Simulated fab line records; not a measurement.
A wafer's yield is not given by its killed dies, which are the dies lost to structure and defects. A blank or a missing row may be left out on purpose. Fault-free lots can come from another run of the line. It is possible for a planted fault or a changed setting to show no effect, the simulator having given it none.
Which tool is to blame? -- flow n5 finfet -- Sampling: 12 lots, 36 wafers, 3 of 1938 route steps

WHAT THE GAUGES READ, wafer by wafer
N5_BEOL_M4_INSPECT_59: inspects for defects (darkfield).
lot,measured,on,raw defect count
L078,day 14 04:28,defect inspect-01,79 61 99
L084,day 14 20:28,defect inspect-02,85 46 56
L079,day 15 17:02,defect inspect-01,61 93 92
L076,day 16 11:25,defect inspect-02,64 79 60
L081,day 17 03:31,defect inspect-01,82 92 75
L085,day 17 07:17,defect inspect-02,29 54 44
L091,day 17 15:20,defect inspect-01,49 53 67
L090,day 17 20:20,defect inspect-01,103 92 126
L089,day 18 06:19,defect inspect-01,111 100 86
L092,day 19 03:34,defect inspect-01,61 108 88
L094,day 20 03:54,defect inspect-01,67 76 59
L097,day 20 12:01,defect inspect-01,117 107 60

EACH LOT AND THE TOOL THAT RAN IT (in order: tool; ch and the chambers of the sampled wafers; start)
lot,N5_BEOL_M4_ANNEAL_95,N5_BEOL_M4_SPUTTER_96
L078,"pvd sputter-03, day 14 03:05","pvd sputter-03, day 14 03:13"
L084,"pvd sputter-02, day 14 19:15","pvd sputter-02, day 14 19:23"
L079,"pvd sputter-01, day 15 15:17","pvd sputter-01, day 15 15:25"
L076,"pvd sputter-02, day 16 10:12","pvd sputter-02, day 16 10:20"
L081,"pvd sputter-01, day 17 02:17","pvd sputter-01, day 17 02:25"
L085,"pvd sputter-03, day 17 06:05","pvd sputter-03, day 17 06:13"
L091,"pvd sputter-02, day 17 14:03","pvd sputter-02, day 17 14:11"
L090,"pvd sputter-01, day 17 19:06","pvd sputter-01, day 17 19:14"
L089,"pvd sputter-03, day 18 05:04","pvd sputter-03, day 18 05:13"
L092,"pvd sputter-03, day 19 02:16","pvd sputter-03, day 19 02:25"
L094,"pvd sputter-01, day 20 02:41","pvd sputter-01, day 20 02:50"
L097,"pvd sputter-02, day 20 10:47","pvd sputter-02, day 20 10:56"
- N5_BEOL_M4_ANNEAL_95: time 240 s.
- N5_BEOL_M4_SPUTTER_96: material Cu, target thk 4.5 nm, time 8.29 s.

THE ANSWER, worked out from the rows above alone
Rule: what is usual is taken from the lots themselves. Put in order of their means at a reading, lots are off if they are a third of the lots or fewer, leave a main group of 4 or more, and stand apart from it by a gap of 3 or more times the standard deviation of the main group's means; of several such gaps the widest counts. A main group whose means are all the same, to the digits that the tables above print for the reading, isn't used. Also off: a lot with no number at a reading for which 4 or more lots have one. All remaining lots with rows at the step are treated as sound.
Nothing can be told from this: no lot is off at any reading shown.

WHAT THE SIMULATOR HAD PUT IN
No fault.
